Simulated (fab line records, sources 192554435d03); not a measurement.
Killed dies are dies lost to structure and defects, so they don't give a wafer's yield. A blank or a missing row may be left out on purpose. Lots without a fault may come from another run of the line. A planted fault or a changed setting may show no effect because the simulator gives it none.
fab line records | flow n5_finfet
record lots=5 wafers=15 last_day=19
route steps=1938 shown BEOL_M4@1099 BEOL_M5@1112 PASSIVATION@1936
lots that met no fault: from a run of the same line without faults
start_h: hours from the record's first day to the start of the lot's first wafer shown | wait_h: hours since the lot's step before | " the same as in the row above | L1.1+2: a row that stands for several wafers | - no value, or no start given | * or withheld: withheld | < > ~ a bound
route shown NAME@n: a module of which the file shows steps, and the number in the route of the first | usual: mean/standard deviation of fault-free wafers | same: alike in all rows | chamber/n: place in a boat | sites: the reading at each site | _std_site: their standard deviation | _edge_site: outer sites' mean less inner sites' | radius_mm: how far each site lies from the wafer's centre | mask NAME#n: copy n | behind: the tool/chamber that last shaped the wafer | hold: why the lot was held/for how many hours/how that ended | device: the transistor (n, p or np) that didn't switch | end of line: the same wafers' tests at the end of the route | a step without rows: its recipe alone | killed: dies lost to structure and defects at the first sort, not the wafer's yield | map: a wafer's dies, x killed, . not, _ none there
set.NAME: the setting as run; set.NAME@STEP: as run at that earlier step | model.NAME: the simulator's own value behind a step, which no gauge read
lots at some steps of the route; a table a step, a row a wafer
services: from which hour (start_h, from the record's first day; less than 0 if before it) a tool's chamber was out of use, for how many hours, and why
## steps
# step N5_BEOL_M4_ANNEAL_95
# recipe temp_c=400 time_s=240 ambient=vacuum
# step N5_BEOL_M4_SPUTTER_96
# recipe material=Cu target_thk_a=45 temp_c=-20 chamber_pressure_pa=0.07 power_w=withheld time_s=8.29
# step N5_BEOL_M4_ECD_50
# recipe material=Cu target_thk_a=3000
# step N5_BEOL_M4_ANNEAL_51
# recipe temp_c=225 time_s=90 ambient=N2
# step N5_BEOL_M4_CMP_52
# recipe stop_on=SiOC t_overpolish_s=6.8 down_force_psi=1 platen_rpm=50 clearing_platen_down_force_psi=1.5 clearing_platen_rpm=50 post_cmp_clean=cu_alkaline target_thk_nm=40 clearing_platen_pad_velocity_m_s=0.99484 pad_velocity_m_s=0.99484
# step N5_BEOL_M4_PRE_CLEAN_60
# recipe gas=NH3/H2 time_s=15 temp_c=* rf_power_w=300
# step N5_BEOL_M4_CO_CAP_55
# recipe material=Co target_thk_a=20 temp_c=200 precursor=CCTBA/H2 pressure_torr=30 time_s=102.1
# step N5_BEOL_M4_PRE_CLEAN_56
# recipe gas=NH3 time_s=15 temp_c=withheld rf_power_w=300
# step N5_BEOL_M4_DEP_57
# recipe material=SiCN target_thk_a=80 temp_c=withheld precursor=3MS/NH3 pressure_torr=3 rf_w=202 time_s=14
# step N5_BEOL_M4_RC_MEAS_101
# usual DIBL_N=35.8/1.7 DIBL_P=35.3/2 IOFF_N=0.150/0.026 IOFF_P=0.194/0.029 ION_N=667/11 ION_P=456/7.1 SS_N=71.4/0.65 SS_P=73.1/0.64 VT_N=251/3 VT_P=-252/3.2
# columns lot.wafer tool chamber start_h wait_h DIBL_N[mV/V] DIBL_P[mV/V] IOFF_N[nA/um] IOFF_P[nA/um] ION_N[uA/um] ION_P[uA/um] SS_N[mV/dec] SS_P[mV/dec] VT_N[mV] VT_P[mV]
L217.1 prober-01 0 272.94 0.0 34.8 33.6 0.120 0.192 652 457 70.5 73.7 255 -247
L217.2 " 0 " " 35.2 34.7 0.132 0.202 664 460 71.2 73.4 255 -250
L217.5 " 0 " " 33.9 32.6 0.111 0.176 662 458 71.1 73.0 255 -250
L218.1 prober-01 0 276.86 0.0 36.7 37.7 0.203 0.258 695 473 72.1 73.8 245 -245
L218.3 " 0 " " 34.6 35.8 0.151 0.226 674 463 71.8 73.1 249 -249
L218.5 " 0 " " 32.9 34.1 0.127 0.200 660 464 70.6 72.9 251 -250
L219.2 prober-02 0 276.97 0.2 33.1 31.7 0.117 0.160 661 457 70.1 72.4 251 -254
L219.3 " 0 " " 34.5 31.8 0.126 0.158 680 459 70.9 73.3 252 -255
L219.5 " 0 " " 38.0 37.0 0.185 0.239 683 463 71.2 73.1 248 -248
L230.1 prober-01 0 344.16 0.0 36.8 37.6 0.154 0.215 668 459 71.5 73.2 251 -251
L230.3 " 0 " " 36.1 36.8 0.144 0.207 670 464 71.6 73.1 250 -251
L230.4 " 0 " " 37.6 37.2 0.186 0.212 668 453 72.7 73.5 248 -252
L232.1 prober-02 0 349.42 0.0 37.4 38.4 0.191 0.199 681 451 71.3 74.2 247 -255
L232.4 " 0 " " 38.1 39.3 0.192 0.207 677 453 72.0 74.2 247 -252
L232.5 " 0 " " 34.7 35.7 0.144 0.164 666 447 71.4 73.0 248 -255
# step N5_BEOL_M5_ILD_DEP_00
# recipe material=SiCOH_lowk target_thk_a=1406.4 temp_c=300 precursor=DEMS/porogen pressure_torr=5 rf_w=500 time_s=25.9
# step N5_BEOL_M5_CURE_79
# recipe temp_c=385 time_s=240 ambient=He/Ar material=SiCOH_lowk
# step N5_BEOL_M5_PECVD_70
# recipe material=SiO2 target_thk_a=160 temp_c=400 precursor=TEOS/O2 pressure_torr=5.5 rf_w=450 teos_flow_sccm=53.8 gas=O2 flow_sccm=3000 time_s=18
# step N5_BEOL_M5_HM_DEP_02
# recipe material=TiN target_thk_a=200 temp_c=25 chamber_pressure_pa=0.49996
# step N5_BEOL_M5_COAT_59
# recipe resist=SOC temp_c=250 time_s=60 spin_rpm=1500 resist_thk_nm=60
# step N5_BEOL_M5_COAT_60
# recipe resist=SiARC temp_c=220 time_s=60 spin_rpm=1500 resist_thk_nm=12
# step N5_BEOL_M5_COAT_71
# recipe resist=underlayer temp_c=205 time_s=60 spin_rpm=1500 resist_thk_nm=5
# step N5_BEOL_M5_COAT_05
# recipe resist=CAR-EUV spin_rpm=1500 resist_thk_nm=30
# step N5_BEOL_M5_EBR_07
# recipe solvent=PGMEA ebr_width_mm=1.5
# step N5_BEOL_M5_SOFTBAKE_06
# recipe temp_c=110 time_s=60 resist=CAR-EUV
# step N5_BEOL_M5_EXPOSE_08
# recipe mask_id=M5 na=0.33 source_shape=annular sigma_inner=0.4 sigma_outer=0.8 polarization=unpolarized target_cd_nm=28 dose_mj=35.75
# step N5_BEOL_M5_PEB_09
# recipe peb_temp_c=100 peb_time_s=60 resist=CAR-EUV
# step N5_BEOL_M5_DEVELOP_10
# recipe develop_time_s=30 developer=TMAH resist=CAR-EUV rinse_liquid=surfactant_rinse dry=air_spin dev_temp_c=23
# step N5_BEOL_M5_DESCUM_16
# recipe chemistry=O2 time_s=7 source_power_w=50 bias_power_w=20 pressure_mtorr=20 rf_frequency_hz=2.712e+07 temp_c=40 resist=CAR-EUV o2_flow_sccm=225
# step N5_BEOL_M5_ETCH_72
# recipe chemistry=N2/H2 target=underlayer target_depth_a=65 mask_material=CAR-EUV time_s=5.2 ion_energy_ev=200 pressure_mtorr=30 source_w=840 bias_w=150 n2_flow_sccm=200 h2_flow_sccm=200 ends=cleared
# step N5_BEOL_M5_ETCH_61
# recipe chemistry=CF4 target=SiARC target_depth_a=156 mask_material=CAR-EUV time_s=26 ion_energy_ev=80 pressure_mtorr=40 source_w=545 bias_w=36 Ar_flow_sccm=100 cf4_flow_sccm=100 ends=cleared
# step N5_BEOL_M5_ETCH_62
# recipe chemistry=N2/H2 target=SOC target_depth_a=750 overetch_a=150 mask_material=SiARC temp_c=40 time_s=112.5 ion_energy_ev=200 pressure_mtorr=30 source_w=840 bias_w=150 n2_flow_sccm=200 h2_flow_sccm=200
# step N5_BEOL_M5_STRIP_63
# recipe chemistry=N2/H2 temp_c=40 n2_flow_sccm=200 h2_flow_sccm=200 rf_frequency_hz=6e+07
# step N5_BEOL_M5_STRIP_73
# recipe chemistry=N2/H2 temp_c=40 n2_flow_sccm=200 h2_flow_sccm=200 rf_frequency_hz=6e+07
# step N5_BEOL_M5_STRIP_64
# recipe chemistry=CF4 resist=SiARC power_w=300 bias_power_w=75 pressure_mtorr=50 cf4_flow_sccm=150 rf_frequency_hz=6e+07
# step N5_BEOL_M5_HM_OPEN_17
# recipe chemistry=Cl2/BCl3 target_depth_a=200 overetch_a=60 target=TiN mask_material=SOC ion_energy_ev=150 pressure_mtorr=10 icp_w=1000 bias_w=126 Cl2_flow_sccm=53.25 bcl3_flow_sccm=21.75 Ar_flow_sccm=25
# step N5_BEOL_M5_STRIP_19
# recipe chemistry=O2 power_w=400 temp_c=40 pressure_mtorr=30 rf_frequency_hz=6e+07 bias_power_w=0 overash_fraction=0.2 o2_flow_sccm=225
# step N5_BEOL_M5_COAT_65
# recipe resist=SOC temp_c=250 time_s=60 spin_rpm=1500 resist_thk_nm=60
# step N5_BEOL_M5_COAT_66
# recipe resist=SiARC temp_c=220 time_s=60 spin_rpm=1500 resist_thk_nm=12
# step N5_BEOL_M5_ETCH_68
# recipe chemistry=N2/H2 target=SOC target_depth_a=800 overetch_a=160 mask_material=SiARC temp_c=40 time_s=120 ion_energy_ev=200 pressure_mtorr=30 source_w=840 bias_w=150 n2_flow_sccm=200 h2_flow_sccm=200
# usual bias_w=149.9/0.46 chamber_pressure_mTorr=29.993/0.026 drypump_motor_current_A=5.8/0.48 oes_product_au=0.62/0.064 rf_vpp_V=523.7/2.7 showerhead_plenum_p_Torr=2.54/0.1 throttle_valve_pct=17.92/0.26 time_s=120/0
# columns lot.wafer tool chamber start_h wait_h bias_w chamber_pressure_mTorr drypump_motor_current_A oes_product_au rf_hours_counter_h rf_vpp_V showerhead_plenum_p_Torr throttle_valve_pct time_s model.CAR-EUV_of_BEOL_M5_COAT_22.thk_nm model.SiARC_of_BEOL_M5_COAT_66.thk_nm model.underlayer_of_BEOL_M5_COAT_74.thk_nm
L217.1 rie_diel-06 1 280.39 0.0 - - - - - - - - - 11 12 5
L217.2 " 2 " " - - - - - - - - - 11.2 12 5
L217.5 " 1 " " - - - - - - - - - 11 12 5
L219.2 rie_diel-02 0 282.34 0.0 - - - - - - - - - 11 12 5
L219.3 " 3 " " - - - - - - - - - 11.2 12 5
L219.5 " 2 " " - - - - - - - - - 11.2 12 5
L218.1 rie_diel-06 1 282.76 0.0 - - - - - - - - - 11.2 12 5
L218.3 " 0 " " - - - - - - - - - 11.2 12 5
L218.5 " 0 " " - - - - - - - - - 11.2 12 5
L230.1 rie_diel-02 2 351.17 0.0 150.4 29.967 5.3 0.57 172 518.8 2.42 17.86 120 0 6.2 0
L230.3 " 3 " " 150.2 29.970 5.2 0.63 91 524.9 2.57 18.23 120 0 6.4 0
L230.4 " 1 " " 149.4 30.019 6.6 0.62 - 527.0 2.69 17.85 120 0 6.2 0
L232.1 rie_diel-06 0 356.43 0.0 150.1 29.980 5.2 0.55 182 516.8 2.33 18.12 120 0 6.2 0
L232.4 " 0 " " 150.1 30.028 5.3 0.55 - 518.2 2.33 18.13 120 0 6.2 0
L232.5 " 0 " " 150.1 29.995 5.3 0.55 - 518.8 2.33 18.13 120 0 6.4 0
# step N5_BEOL_M5_VIA_ETCH_34
# recipe chemistry=C4F6/O2 target=SiCOH_lowk target_depth_a=883 mask_material=SOC taper_deg=4 time_s=39.2 ion_energy_ev=250 pressure_mtorr=30 source_w=345 bias_w=185 Ar_flow_sccm=300 C4F6_flow_sccm=10 O2_flow_sccm=10
# usual C4F6_flow_sccm=10.000/0.03 O2_flow_sccm=10.003/0.029 drypump_motor_current_A=5.8/0.48 oes_product_au=0.81/0.088 rf_vpp_V=671/9.8 showerhead_plenum_p_Torr=2.84/0.1 throttle_valve_pct=20.95/0.29
# same time_s=39.2
# columns lot.wafer tool chamber start_h wait_h C4F6_flow_sccm O2_flow_sccm drypump_motor_current_A oes_product_au rf_hours_counter_h rf_vpp_V showerhead_plenum_p_Torr throttle_valve_pct
L217.1 rie_diel-06 1 280.49 0.0 10.029 9.974 6.4 0.28 205 659 2.82 21.11
L217.2 " 2 " " 10.002 10.021 6.1 0.33 46 677 2.87 20.81
L217.5 " 1 " " 10.013 10.007 6.4 0.28 - 660 2.82 21.12
L219.2 rie_diel-02 0 282.45 0.0 10.031 9.952 6.1 0.34 18 665 2.92 20.19
L219.3 " 3 " " 10.026 10.016 5.3 0.32 72 669 2.88 21.09
L219.5 " 2 " " 10.025 10.029 5.3 0.29 - 685 2.75 20.86
L218.1 rie_diel-06 1 282.86 0.0 9.987 10.070 6.5 0.27 206 659 2.82 21.11
L218.3 " 0 " " 10.006 10.064 5.3 0.27 159 660 2.61 20.99
L218.5 " 0 " " 9.963 9.999 5.3 0.28 - 660 2.61 21.00
L230.1 rie_diel-02 2 351.27 0.0 9.979 9.941 5.3 0.75 172 683 2.74 21.02
L230.3 " 3 " " 10.023 9.994 5.2 0.82 91 668 2.87 21.25
L230.4 " 1 " " 9.924 10.009 6.5 0.82 - 687 2.98 20.73
L232.1 rie_diel-06 0 356.58 0.0 9.980 9.957 5.3 0.72 182 659 2.60 21.17
L232.4 " 0 " " 10.009 9.947 5.3 0.72 - 659 2.60 21.16
L232.5 " 0 " " 10.003 9.978 5.3 0.72 - 660 2.60 21.18
# step N5_PASSIVATION_PROBE_49
# usual defect_limited_yield=91.5/1.4 killed_at_M0_to_M3=34/11 killed_at_M4_up=15/6 killed_at_contacts=11/5.9 killed_at_front_end=37/11 killed_at_other=3.6/2.9 killed_dies=101/17 killed_on_rim=13/4 killed_open=66/12 killed_short=33/7.8 sort_bin_5_function=5.0/0.97 sort_bin_6_memory=3.2/0.65 sort_n_pass=1079/17 sort_yield_pct=91.4/1.4
# same gross_dies=1180 killed_at_back_side=0 sort_bin_4_leakage[%]=0 sort_bin_8_speed[%]=0
# columns lot.wafer tool chamber start_h wait_h defect_limited_yield[%] killed_at_M0_to_M3 killed_at_M4_up killed_at_contacts killed_at_front_end killed_at_other killed_dies killed_on_rim killed_open killed_short sort_bin_5_function[%] sort_bin_6_memory[%] sort_n_pass sort_yield_pct[%]
L219.2 prober-01 - 375.92 0.1 0 33 1104 3 35 5 1180 152 62 22 97.5 2.3 0 0
L219.3 prober-01 - 375.97 0.1 0 27 1077 5 69 2 1180 152 70 40 95.3 4.2 0 0
L219.5 prober-01 - 376.07 0.2 0 19 1112 11 36 2 1180 152 53 25 96.9 2.6 0 0
L218.1 prober-01 - 381.38 0.0 0 13 1089 19 56 3 1180 152 64 40 95.7 3.8 0 0
L218.3 prober-01 - 381.48 0.1 0 24 1085 10 61 0 1180 152 82 31 95.8 3.6 0 0
L218.5 prober-01 - 381.58 0.2 0 28 1077 8 67 0 1180 152 78 31 96.0 3.9 0 0
L217.1 prober-02 - 381.59 0.0 0 39 1091 7 42 1 1180 152 67 40 95.9 3.9 0 0
L217.2 prober-02 - 381.64 0.1 0 36 1078 4 56 6 1180 152 77 42 95.9 3.6 0 0
L217.5 prober-02 - 381.79 0.2 0 36 1109 5 26 4 1180 152 48 37 97.2 2.6 0 0
L230.1 prober-01 - 451.48 0.0 93.6 21 14 3 35 2 75 8 59 16 3.5 2.8 1105 93.6
L230.3 prober-01 - 451.58 0.1 91.9 35 13 9 33 5 95 10 59 32 4.4 3.4 1085 91.9
L230.4 prober-01 - 451.63 0.2 93.2 18 13 10 36 3 80 10 48 32 4.4 2.2 1100 93.2
# killed by level:class
L219.2 BEOL_M5:area_etch=1096 BEOL_M2:geometric_particle:open=9 FIN_SAQP:geometric_particle:open=7 STI_FIN_REVEAL:geometric_particle:open=7 DUMMY_GATE:geometric_particle:open=7 BEOL_M0_SAQP:geometric_particle:short=6 BEOL_M1:geometric_particle:open=6 BEOL_M3:geometric_particle:open=6
L219.3 BEOL_M5:area_etch=1070 STI_FIN_REVEAL:geometric_particle:open=26 FIN_SAQP:geometric_particle:open=8 BEOL_M1:geometric_particle:open=8 BEOL_M3:geometric_particle:open=7 STI_FIN_REVEAL:geometric_particle:short=6 STARTING-WAFER:geometric_particle:short=6 FIN_SAQP:geometric_particle:short=5
L219.5 BEOL_M5:area_etch=1101 STI_FIN_REVEAL:geometric_particle:open=9 MOL_CONTACT_COAG:geometric_particle:open=9 BEOL_M1:geometric_particle:open=7 DUMMY_GATE:geometric_particle:open=5 FIN_SAQP:geometric_particle:short=4 DUMMY_GATE:geometric_particle:short=4 BEOL_M5:geometric_particle:open=4
L218.1 BEOL_M5:area_etch=1074 STI_FIN_REVEAL:geometric_particle:open=20 MOL_CONTACT_COAG:geometric_particle:open=15 FIN_SAQP:geometric_particle:short=10 GATE_CUT:geometric_particle:open=5 FIN_SAQP:geometric_particle:open=4 GATE_CUT:geometric_particle:short=4 MOL_CONTACT_COAG:geometric_particle:short=4
L218.3 BEOL_M5:area_etch=1067 STI_FIN_REVEAL:geometric_particle:open=30 FIN_SAQP:geometric_particle:short=10 MOL_CONTACT_COAG:geometric_particle:open=9 FIN_SAQP:geometric_particle:open=7 STI_FIN_REVEAL:geometric_particle:short=6 BEOL_M3:geometric_particle:open=5 BEOL_M0_SAQP:geometric_particle:open=4
L218.5 BEOL_M5:area_etch=1070 STI_FIN_REVEAL:geometric_particle:open=25 FIN_SAQP:geometric_particle:short=12 BEOL_M2:geometric_particle:open=11 FIN_SAQP:geometric_particle:open=8 BEOL_M0_SAQP:geometric_particle:open=6 DUMMY_GATE:geometric_particle:open=6 MOL_CONTACT_COAG:geometric_particle:open=5
L217.1 BEOL_M5:area_etch=1073 STI_FIN_REVEAL:geometric_particle:open=11 BEOL_M3:geometric_particle:open=10 BEOL_M0_SAQP:geometric_particle:open=9 BEOL_M4:geometric_particle:open=9 BEOL_M1:geometric_particle:open=8 FIN_SAQP:geometric_particle:short=5 GATE_CUT:geometric_particle:short=5
L217.2 BEOL_M5:area_etch=1058 FIN_SAQP:geometric_particle:short=13 STI_FIN_REVEAL:geometric_particle:open=11 BEOL_M3:geometric_particle:open=11 BEOL_M4:geometric_particle:open=11 STARTING-WAFER:geometric_particle:open=8 FIN_SAQP:geometric_particle:open=7 DUMMY_GATE:geometric_particle:open=6
L217.5 BEOL_M5:area_etch=1095 BEOL_M1:geometric_particle:open=9 BEOL_M3:geometric_particle:open=8 GATE_CUT:geometric_particle:short=7 BEOL_M0_SAQP:geometric_particle:short=6 BEOL_M4:geometric_particle:open=6 DUMMY_GATE:geometric_particle:open=5 BEOL_M0_SAQP:geometric_particle:open=5
L230.1 STI_FIN_REVEAL:geometric_particle:open=14 BEOL_M2:geometric_particle:open=6 BEOL_M1:geometric_particle:open=5 BEOL_M4:geometric_particle:open=5 DUMMY_GATE:geometric_particle:open=4 BEOL_M0_SAQP:geometric_particle:short=4 STARTING-WAFER:geometric_particle:open=4 STI_FIN_REVEAL:geometric_particle:short=3
L230.3 BEOL_M3:geometric_particle:open=8 BEOL_M4:geometric_particle:open=8 STI_FIN_REVEAL:geometric_particle:open=7 BEOL_M0_SAQP:geometric_particle:open=7 STARTING-WAFER:geometric_particle:short=6 BEOL_M0_SAQP:geometric_particle:short=6 BEOL_M2:geometric_particle:open=6 MOL_CONTACT_COAG:geometric_particle:open=5
L230.4 FIN_SAQP:geometric_particle:short=9 DUMMY_GATE:geometric_particle:open=7 MOL_CONTACT_COAG:geometric_particle:open=7 BEOL_M0_SAQP:geometric_particle:short=6 FIN_SAQP:geometric_particle:open=5 STI_FIN_REVEAL:geometric_particle:open=5 BEOL_M0_SAQP:geometric_particle:open=5 BEOL_M4:geometric_particle:open=5
# map L217.1 (x killed, . not)
_________________xxxxxxxxxxxx________________
______________xxxxxxxxxxxxxxxxxx_____________
___________xxxxxxxxxxxxxxxxxxxxxxxx__________
__________xxxxxxxxxxxxxxxxxxxxxxxxxx_________
________xxxxxxxxxxxxxxxxxxxxxxxxxxxxxx_______
_______xxxxxxxxxxxxxxxxxxxxxxxxxxxxxxxx______
______xxxxxxxxxxxxxxxxxxxxxxxxxxxxxxxxxx_____
_____xxxxxxxxxxxxxxxxxxxxxxxxxxxxxxxxxxxx____
____xxxxxxxxxxxxxxxxxxxxxxxxxxxxxxxxxxxxxx___
___xxxxxxxxxxxxxxxxxxxxxxxxxxxxxxxxxxxxxxxx__
___xxxxxxxxxxxxxxxxxxxxxxxxxxxxxxxxxxxxxxxx__
__xxxxxxxxxxxxxxxxxxxxxxxxxxxxxxxxxxxxxxxxxx_
__xxxxxxxxxxxxxxxxxxxxxxxxxxxxxxxxxxxxxxxxxx_
_xxxxxxxxxxxxxxxxxxxxxxxxxxxxxxxxxxxxxxxxxxxx
_xxxxxxxxxxxxxxxxxxxxxxxxxxxxxxxxxxxxxxxxxxxx
_xxxxxxxxxxxxxxxxxxxxxxxxxxxxxxxxxxxxxxxxxxxx
_xxxxxxxxxxxxxxxxxxxxxxxxxxxxxxxxxxxxxxxxxxxx
_xxxxxxxxxxxxxxxxxxxxxxxxxxxxxxxxxxxxxxxxxxxx
_xxxxxxxxxxxxxxxxxxxxxxxxxxxxxxxxxxxxxxxxxxxx
_xxxxxxxxxxxxxxxxxxxxxxxxxxxxxxxxxxxxxxxxxxxx
_xxxxxxxxxxxxxxxxxxxxxxxxxxxxxxxxxxxxxxxxxxxx
__xxxxxxxxxxxxxxxxxxxxxxxxxxxxxxxxxxxxxxxxxx_
__xxxxxxxxxxxxxxxxxxxxxxxxxxxxxxxxxxxxxxxxxx_
___xxxxxxxxxxxxxxxxxxxxxxxxxxxxxxxxxxxxxxxx__
___xxxxxxxxxxxxxxxxxxxxxxxxxxxxxxxxxxxxxxxx__
____xxxxxxxxxxxxxxxxxxxxxxxxxxxxxxxxxxxxxx___
_____xxxxxxxxxxxxxxxxxxxxxxxxxxxxxxxxxxxx____
______xxxxxxxxxxxxxxxxxxxxxxxxxxxxxxxxxx_____
_______xxxxxxxxxxxxxxxxxxxxxxxxxxxxxxxx______
________xxxxxxxxxxxxxxxxxxxxxxxxxxxxxx_______
__________xxxxxxxxxxxxxxxxxxxxxxxxxx_________
___________xxxxxxxxxxxxxxxxxxxxxxxx__________
______________xxxxxxxxxxxxxxxxxx_____________
_________________xxxxxxxxxxxx________________
# map L218.1 (x killed, . not)
_________________xxxxxxxxxxxx________________
______________xxxxxxxxxxxxxxxxxx_____________
___________xxxxxxxxxxxxxxxxxxxxxxxx__________
__________xxxxxxxxxxxxxxxxxxxxxxxxxx_________
________xxxxxxxxxxxxxxxxxxxxxxxxxxxxxx_______
_______xxxxxxxxxxxxxxxxxxxxxxxxxxxxxxxx______
______xxxxxxxxxxxxxxxxxxxxxxxxxxxxxxxxxx_____
_____xxxxxxxxxxxxxxxxxxxxxxxxxxxxxxxxxxxx____
____xxxxxxxxxxxxxxxxxxxxxxxxxxxxxxxxxxxxxx___
___xxxxxxxxxxxxxxxxxxxxxxxxxxxxxxxxxxxxxxxx__
___xxxxxxxxxxxxxxxxxxxxxxxxxxxxxxxxxxxxxxxx__
__xxxxxxxxxxxxxxxxxxxxxxxxxxxxxxxxxxxxxxxxxx_
__xxxxxxxxxxxxxxxxxxxxxxxxxxxxxxxxxxxxxxxxxx_
_xxxxxxxxxxxxxxxxxxxxxxxxxxxxxxxxxxxxxxxxxxxx
_xxxxxxxxxxxxxxxxxxxxxxxxxxxxxxxxxxxxxxxxxxxx
_xxxxxxxxxxxxxxxxxxxxxxxxxxxxxxxxxxxxxxxxxxxx
_xxxxxxxxxxxxxxxxxxxxxxxxxxxxxxxxxxxxxxxxxxxx
_xxxxxxxxxxxxxxxxxxxxxxxxxxxxxxxxxxxxxxxxxxxx
_xxxxxxxxxxxxxxxxxxxxxxxxxxxxxxxxxxxxxxxxxxxx
_xxxxxxxxxxxxxxxxxxxxxxxxxxxxxxxxxxxxxxxxxxxx
_xxxxxxxxxxxxxxxxxxxxxxxxxxxxxxxxxxxxxxxxxxxx
__xxxxxxxxxxxxxxxxxxxxxxxxxxxxxxxxxxxxxxxxxx_
__xxxxxxxxxxxxxxxxxxxxxxxxxxxxxxxxxxxxxxxxxx_
___xxxxxxxxxxxxxxxxxxxxxxxxxxxxxxxxxxxxxxxx__
___xxxxxxxxxxxxxxxxxxxxxxxxxxxxxxxxxxxxxxxx__
____xxxxxxxxxxxxxxxxxxxxxxxxxxxxxxxxxxxxxx___
_____xxxxxxxxxxxxxxxxxxxxxxxxxxxxxxxxxxxx____
______xxxxxxxxxxxxxxxxxxxxxxxxxxxxxxxxxx_____
_______xxxxxxxxxxxxxxxxxxxxxxxxxxxxxxxx______
________xxxxxxxxxxxxxxxxxxxxxxxxxxxxxx_______
__________xxxxxxxxxxxxxxxxxxxxxxxxxx_________
___________xxxxxxxxxxxxxxxxxxxxxxxx__________
______________xxxxxxxxxxxxxxxxxx_____________
_________________xxxxxxxxxxxx________________
## services
# columns tool chamber start_h hours kind
rie_diel-06 - 299.45 1.1 repair
rie_diel-02 0 347.03 9.0 repair
rie_diel-06 3 352.48 - clean
rie_diel-06 3 352.48 - consumable_replace:focus_ring
rie_diel-06 3 352.48 - consumable_replace:showerhead
rie_diel-06 3 352.48 16.5 scheduled_down
rie_diel-06 3 352.48 16.5 vent_cycle
rie_diel-06 1 354.73 9.2 repair
## key
first_sign step=N5_BEOL_M5_ETCH_68 reading=tool_record direction=missing
effect step=N5_BEOL_M5_VIA_ETCH_34 reading=oes_product_au direction=down sigmas=5.8 usual=0.81 struck=0.30
effect step=N5_PASSIVATION_PROBE_49 reading=killed_at_M4_up direction=up sigmas=99+ usual=15 struck=1091
model_effect step=N5_BEOL_M5_ETCH_68 value=CAR-EUV_of_BEOL_M5_COAT_22.thk_nm without=0 struck=11.13
more_kills_born_at N5_BEOL_M5_ETCH_68@rie_diel-06=6437 N5_BEOL_M5_ETCH_68@rie_diel-02=3267
met_at N5_BEOL_M5_ETCH_68
struck_wafers L217.1,L217.2,L217.5,L218.1,L218.3,L218.5,L219.2,L219.3,L219.5
later_rows_left_out L217.1,L217.2,L217.5,L218.1,L218.3,L218.5,L219.2,L219.3,L219.5
fault kind=skipped_step_whole tool=rie_diel-02,rie_diel-06 chamber=- onset_h=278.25 steps=N5_BEOL_M5_ETCH_68 scope=struck_lots_only
# later_rows_left_out: the simulator's readings of these wafers behind a module that went badly wrong aren't trusted and aren't shown, but for the sort
